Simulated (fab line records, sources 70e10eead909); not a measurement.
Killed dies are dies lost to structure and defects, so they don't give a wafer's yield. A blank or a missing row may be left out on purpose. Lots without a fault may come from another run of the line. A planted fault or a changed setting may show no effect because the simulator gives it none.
Which tool did it? | flow nand_harc | 6 lots, 18 wafers sampled, at 4 steps of a route of 1302

WHAT THE GAUGES READ, wafer by wafer
NHARC_A_SGD_CUT_THK_MEAS_22: measures by ellipsometry.
lot  | measured     | on            | thk_nm (nm)
L626 | day 19 19:09 | film_metro-01 | 148.3 145.2 148.9
L631 | day 22 08:59 | film_metro-01 | 49.1 52.2 50.4 50.0 51.9 49.2
L639 | day 25 15:23 | film_metro-02 | 150.4 147.6 147.9
L640 | day 26 01:52 | film_metro-01 | 150.5 149.4 149.5
L645 | day 28 13:40 | film_metro-02 | 147.7 149.2 151.1
L647 | day 29 09:38 | film_metro-01 | 149.9 150.0 148.0

WHICH TOOL RAN EACH LOT (tool, then ch and the chambers of the sampled wafers, then the start)
lot  | NHARC_A_SGD_CUT_ETCH_16                       | NHARC_A_SGD_CUT_DEP_20       | NHARC_A_SGD_CUT_CMP_21
L626 | rie_diel-08 ch 1,2, day 19 14:28 or earlier   | fcvd-02 ch 0,1, day 19 14:28 | cmp-04 ch 0,1,3, day 19 18:56
L631 | rie_diel-09 ch 0,3, day 22 04:05 or earlier   | fcvd-02 ch 0,1, day 22 04:05 | cmp-03 ch 1,3, day 22 08:44
L639 | rie_diel-08 ch 0,1,3, day 25 10:30 or earlier | fcvd-02 ch 0,1, day 25 10:30 | cmp-02 ch 0,1,3, day 25 15:08
L640 | rie_diel-09 ch 0,1,2, day 25 20:53 or earlier | fcvd-02 ch 0,1, day 25 20:53 | cmp-02 ch 0,1,3, day 26 01:36
L645 | rie_diel-08 ch 0,1, day 28 08:37 or earlier   | fcvd-01 ch 1, day 28 08:37   | cmp-03 ch 1,3, day 28 13:24
L647 | rie_diel-08 ch 1,2,3, day 29 05:04 or earlier | fcvd-02 ch 0,1, day 29 05:04 | cmp-03 ch 1,2,3, day 29 09:23
- NHARC_A_SGD_CUT_ETCH_16: etches the open film in C4F8/O2/Ar, target depth 310.5 nm, time 155.2 s.
- NHARC_A_SGD_CUT_DEP_20: deposits SiO2, target thk 150 nm.
- NHARC_A_SGD_CUT_CMP_21: polishes, target thk 148.19 nm.

THE ANSWER, worked out from the rows above alone
Rule: what is usual is taken from the lots themselves. Put in order of their means at a reading, lots are off if they are a third of the lots or fewer, leave a main group of 4 or more, and stand apart from it by a gap of 3 or more times the standard deviation of the main group's means; of several such gaps the widest counts. A main group whose means are all the same, to the digits that the tables above print for the reading, isn't used. A lot without any number at a reading at which 4 lots or more have one is off too. The other lots that the step has rows for count as sound.
Off: L631, at NHARC_A_SGD_CUT_THK_MEAS_22 (thk_nm). The main group: mean 148.9 nm, standard deviation 0.81.
A tool fits if, at a process step before that reading, it ran every lot that is off, and no sound lot after the first of them. The gauges at NHARC_A_SGD_CUT_THK_MEAS_22 are tried like those tools. NHARC_A_SGD_CUT_ETCH_16 gives no start for some lots, so the hours and the order of its lots are those of NHARC_A_SGD_CUT_DEP_20. None of those tried fits.

WHAT THE SIMULATOR HAD PUT IN
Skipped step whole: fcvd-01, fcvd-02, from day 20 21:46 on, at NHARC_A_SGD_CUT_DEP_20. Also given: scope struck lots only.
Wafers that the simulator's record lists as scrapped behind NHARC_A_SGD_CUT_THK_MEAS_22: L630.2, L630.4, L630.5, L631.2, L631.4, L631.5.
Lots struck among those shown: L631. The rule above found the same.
